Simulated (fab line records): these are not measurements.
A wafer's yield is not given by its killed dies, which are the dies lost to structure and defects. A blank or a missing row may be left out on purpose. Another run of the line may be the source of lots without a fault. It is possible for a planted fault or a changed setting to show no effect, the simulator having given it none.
A struck lot beside a sound one | flow nand-harc | 14 out of 1302 route steps
Sound: the wafers L111.4, L111.5, L111.6. Struck: wafer L121.1 (left out: L121.3, L121.4 of the same lot, which were not struck); the cause appears at the end.
Order at every step that has rows: each side's tool, ch and its chambers, its first start. Under that, the readings that differ: sound wafers | struck wafers | difference of the means | sigmas: that difference in standard deviations of wafers without a fault.
alike: readings with means less than 2 such deviations apart, plus words and numbers identical on both sides. not compared: withheld readings, readings lacking a value on some wafer, bounds such as >300 that could conceal the same value, and numbers that have no deviation in the record and whose values overlap.
Wherever a step has rows on one side only, a row that says differs or no value, or a row with sigmas, the two part there. Numbers that don't overlap but have no deviation are shown without sigmas and don't part them. Lack of a reading on every wafer of one side parts them only where that side has two or more wafers.

NHARC_A_CONTACT_ETCH_137: etches the open film in C4F8/O2/Ar, time 311 s, target depth 1912 nm.
  sound on har-cap-etch-02 ch 0,1, day 22 23:22; struck on har-cap-etch-01 ch 0, day 28 10:10
  reading                | sound | struck | difference                   | sigmas
  rf-hours-counter-h (h) | - - - | 28     | no value on the sound wafers |
then, 2 steps without rows for these wafers: NHARC_A_CONTACT_ETCH_138 (etches the open film in C4F8/O2/Ar, time 311 s, target depth 1914 nm); NHARC_A_CONTACT_ETCH_139 (etches the open film in C4F8/O2/Ar, time 195 s, target depth 840 nm).
NHARC_A_CONTACT_ETCH_92: etches the open film in CH3F/O2, target depth 40 nm, time 85.7 s.
  sound on rie-diel-04 ch 2,3, day 23 00:28; struck on rie-diel-08 ch 3, day 28 11:24
  reading                     | sound          | struck | difference | sigmas
  drypump-motor-current-A (A) | 5.70 5.71 5.99 | 5.18   | -0.62      | -2
  alike: oes-product-au, rf-vpp-V, showerhead-plenum-p-Torr, throttle-valve-pct
  not compared: rf-hours-counter-h
NHARC_A_CONTACT_ETCH_98: etches the open film in C4F6/O2, target depth 20 nm, time 10 s.
  sound on rie-diel-04 ch 2,3; struck on rie-diel-08 ch 2
  alike: c4f6-flow-sccm, drypump-motor-current-A, oes-product-au, rf-vpp-V, showerhead-plenum-p-Torr, throttle-valve-pct
  not compared: rf-hours-counter-h
NHARC_A_CONTACT_CD_MEAS_15:
  sound on cd-sem-03 at day 23 00:41; struck on cd-sem-03 at day 28 11:39
  alike: cd-nm
then, 3 steps without rows for these wafers: NHARC_A_CONTACT_STRIP_107 (strips in N2/H2); NHARC_A_CONTACT_STRIP_108 (strips in CF4/CHF3); NHARC_A_CONTACT_STRIP_109 (strips in O2/COS).
NHARC_A_CONTACT_ETCH_110: etches the open film in CF4/O2, target depth 60 nm, overetch 6 nm, time 33 s.
  sound on rie-diel-04 ch 0,1,2, day 23 00:58; struck on rie-diel-08 ch 3, day 28 11:58
  alike: drypump-motor-current-A, oes-product-au, rf-vpp-V, showerhead-plenum-p-Torr, throttle-valve-pct
  not compared: rf-hours-counter-h
then, 2 steps without rows for these wafers: NHARC_A_CONTACT_STRIP_26 (strips in O2); NHARC_A_CONTACT_STRIP_27 (strips in post etch residue remover, time 600 s).
NHARC_A_CONTACT_ALD_18: deposits TiN, target thk 3 nm, pulse time 1 s, ald cycles 150.
  sound on ald-metal-03 ch 0,1,2, day 23 01:40; struck on ald-metal-01 ch 2, day 28 12:38
  reading    | sound       | struck | difference | sigmas
  ald-cycles | 150 150 150 | 158    | +8         |
  alike: heater-power-w, precursor-pulse-height-rel
NHARC_A_CONTACT_CVD_19: deposits W, target thk 300 nm, time 802 s.
  sound on cvd-w-01 ch 0,1; struck on cvd-w-01 ch 1
  alike: heater-power-w, mfc-wf6-sccm, throttle-valve-pct

WHERE THEY PART
Earliest at NHARC_A_CONTACT_ETCH_137; latest, in this record, at NHARC_A_CONTACT_ETCH_92. Later steps at which nothing parts them and some readings are alike: NHARC_A_CONTACT_ETCH_98, NHARC_A_CONTACT_CD_MEAS_15, NHARC_A_CONTACT_ETCH_110, NHARC_A_CONTACT_ALD_18, NHARC_A_CONTACT_CVD_19.

WHY: whatever the simulator had introduced
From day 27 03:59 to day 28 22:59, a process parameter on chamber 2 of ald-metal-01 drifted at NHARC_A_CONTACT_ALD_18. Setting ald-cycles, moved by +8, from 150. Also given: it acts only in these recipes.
